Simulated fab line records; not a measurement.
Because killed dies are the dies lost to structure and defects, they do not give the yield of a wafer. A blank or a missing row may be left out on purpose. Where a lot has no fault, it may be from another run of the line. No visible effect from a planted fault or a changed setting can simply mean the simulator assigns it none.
Chamber matching	flow n5-finfet	rie-diel-04 running N5_BEOL_M6_ETCH_62: 4 sister chambers
The step etches SOC in N2/H2, target depth 110 nm, overetch 22 nm, time 165 s. 8 wafers are shown with their chamber, then 8 later ones without.

## WAFERS WITH THEIR CHAMBER
wafer	chamber	drypump-motor-current-A (A)	showerhead-plenum-p-Torr (Torr)
L075.4	2	6.0	2.53
L078.1	2	6.0	2.52
L080.5	0	6.0	2.45
L085.2	0	6.0	2.44
L085.4	3	5.2	2.45
L088.2	3	5.1	2.45
L088.6	1	5.9	2.61
L087.2	1	5.9	2.61

## WAFERS WITH NO CHAMBER GIVEN
wafer	drypump-motor-current-A (A)	showerhead-plenum-p-Torr (Torr)
L087.4	6.0	2.51
L087.6	5.2	2.45
L090.2	5.9	2.61
L090.3	5.2	2.45
L090.5	6.0	2.44
L097.1	5.2	2.44
L097.3	5.8	2.60
L097.4	6.0	2.51

## THE CHAMBER EACH PASSED THROUGH
wafer	from the rows above	in truth
L087.4	2	2
L087.6	3	3
L090.2	1	1
L090.3	3	3
L090.5	0	0
L097.1	3	3
L097.3	1	1
L097.4	2	2
Placed correctly: 8 of 8. Left unplaced by these rows: 0. Wrongly placed: 0.
How it was worked out, from the rows above alone: a wafer's distance from a chamber is the root of the sum, over the readings, of the square of ((its reading less the chamber's mean) divided by the reading's scatter). If the next closest chamber is less than 2 further off than the closest, the wafer can't be placed; otherwise it belongs to the closest. The mean given for a chamber averages the wafers shown for that chamber. The scatter: take each reading less its chamber's mean, square it, sum over the shown wafers, divide by the number of wafers less the number of chambers, and take the root.
